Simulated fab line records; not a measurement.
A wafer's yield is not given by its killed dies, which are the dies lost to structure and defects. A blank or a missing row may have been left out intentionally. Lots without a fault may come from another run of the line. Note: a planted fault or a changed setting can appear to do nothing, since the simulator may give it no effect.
Matching of chambers :: flow nandHarc :: pecvd-02 running NHARC_A_CONTACT_DEP_29: 3 sister chambers
The step deposits SiON, target thk 70 nm. 20 wafers are shown with their chamber, then 10 later ones without.

## WAFERS PAIRED WITH THEIR CHAMBERS
wafer: L704.3
chamber: 0
heaterPowerW (W): 890
chamberPressureTorr (Torr): 3.498

wafer: L704.4
chamber: 2
heaterPowerW (W): 866
chamberPressureTorr (Torr): 3.493

wafer: L704.5
chamber: 1
heaterPowerW (W): 694
chamberPressureTorr (Torr): 3.496

wafer: L706.2
chamber: 2
heaterPowerW (W): 906
chamberPressureTorr (Torr): 3.513

wafer: L706.3
chamber: 1
heaterPowerW (W): 782
chamberPressureTorr (Torr): 3.505

wafer: L706.4
chamber: 1
heaterPowerW (W): 774
chamberPressureTorr (Torr): 3.518

wafer: L710.1
chamber: 0
heaterPowerW (W): 964
chamberPressureTorr (Torr): 3.507

wafer: L710.3
chamber: 2
heaterPowerW (W): 891
chamberPressureTorr (Torr): 3.495

wafer: L710.6
chamber: 0
heaterPowerW (W): 952
chamberPressureTorr (Torr): 3.511

wafer: L714.1
chamber: 0
heaterPowerW (W): 920
chamberPressureTorr (Torr): 3.482

wafer: L714.2
chamber: 2
heaterPowerW (W): 913
chamberPressureTorr (Torr): 3.492

wafer: L714.5
chamber: 0
heaterPowerW (W): 961
chamberPressureTorr (Torr): 3.484

wafer: L716.2
chamber: 0
heaterPowerW (W): 980
chamberPressureTorr (Torr): 3.507

wafer: L716.5
chamber: 0
heaterPowerW (W): 1003
chamberPressureTorr (Torr): 3.507

wafer: L716.6
chamber: 1
heaterPowerW (W): 833
chamberPressureTorr (Torr): 3.496

wafer: L717.1
chamber: 0
heaterPowerW (W): 991
chamberPressureTorr (Torr): 3.491

wafer: L717.2
chamber: 1
heaterPowerW (W): 775
chamberPressureTorr (Torr): 3.500

wafer: L717.4
chamber: 1
heaterPowerW (W): 768
chamberPressureTorr (Torr): 3.513

wafer: L719.2
chamber: 0
heaterPowerW (W): 941
chamberPressureTorr (Torr): 3.500

wafer: L719.4
chamber: 1
heaterPowerW (W): 772
chamberPressureTorr (Torr): 3.488

SIGNATURES (means of the wafers above)
reading: heaterPowerW
chamber 0: 955.78
chamber 1: 771.14
chamber 2: 894.00
scatter within a chamber: 35.3

reading: chamberPressureTorr
chamber 0: 3.49856
chamber 1: 3.50229
chamber 2: 3.49825
scatter within a chamber: 0.0105
Rule: distance of a wafer from a chamber = root of the sum over the readings of ((wafer's reading minus chamber's mean) / reading's scatter) squared. The wafer belongs to the nearest chamber; if the next one is less than 2 further off, it can't be placed. The scatter: the root of (the sum of the squares of (reading less its chamber's mean) over the shown wafers, divided by (wafers less chambers)).

## WAFERS WHOSE CHAMBER IS MISSING
wafer: L719.6
heaterPowerW (W): 838
chamberPressureTorr (Torr): 3.508

wafer: L721.1
heaterPowerW (W): 748
chamberPressureTorr (Torr): 3.499

wafer: L721.2
heaterPowerW (W): 928
chamberPressureTorr (Torr): 3.510

wafer: L721.5
heaterPowerW (W): 763
chamberPressureTorr (Torr): 3.501

wafer: L726.2
heaterPowerW (W): 996
chamberPressureTorr (Torr): 3.484

wafer: L726.4
heaterPowerW (W): 913
chamberPressureTorr (Torr): 3.502

wafer: L726.5
heaterPowerW (W): 841
chamberPressureTorr (Torr): 3.505

wafer: L725.2
heaterPowerW (W): 726
chamberPressureTorr (Torr): 3.488

wafer: L725.4
heaterPowerW (W): 975
chamberPressureTorr (Torr): 3.494

wafer: L725.6
heaterPowerW (W): 713
chamberPressureTorr (Torr): 3.500

## WHICH CHAMBER EACH WENT THROUGH
wafer: L719.6
from the rows above: can't be placed: 2 or 1 or 0
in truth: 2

wafer: L721.1
from the rows above: 1
in truth: 1

wafer: L721.2
from the rows above: can't be placed: 0 or 2
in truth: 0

wafer: L721.5
from the rows above: 1
in truth: 1

wafer: L726.2
from the rows above: can't be placed: 0 or 2
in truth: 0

wafer: L726.4
from the rows above: can't be placed: 2 or 0
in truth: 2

wafer: L726.5
from the rows above: can't be placed: 2 or 1 or 0
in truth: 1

wafer: L725.2
from the rows above: 1
in truth: 1

wafer: L725.4
from the rows above: can't be placed: 0 or 2
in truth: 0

wafer: L725.6
from the rows above: 1
in truth: 1
Correct placement for 4 of the 10. Unplaceable from these rows: 6, with the true chamber sitting among the candidates in 6. Number placed wrongly: 0.
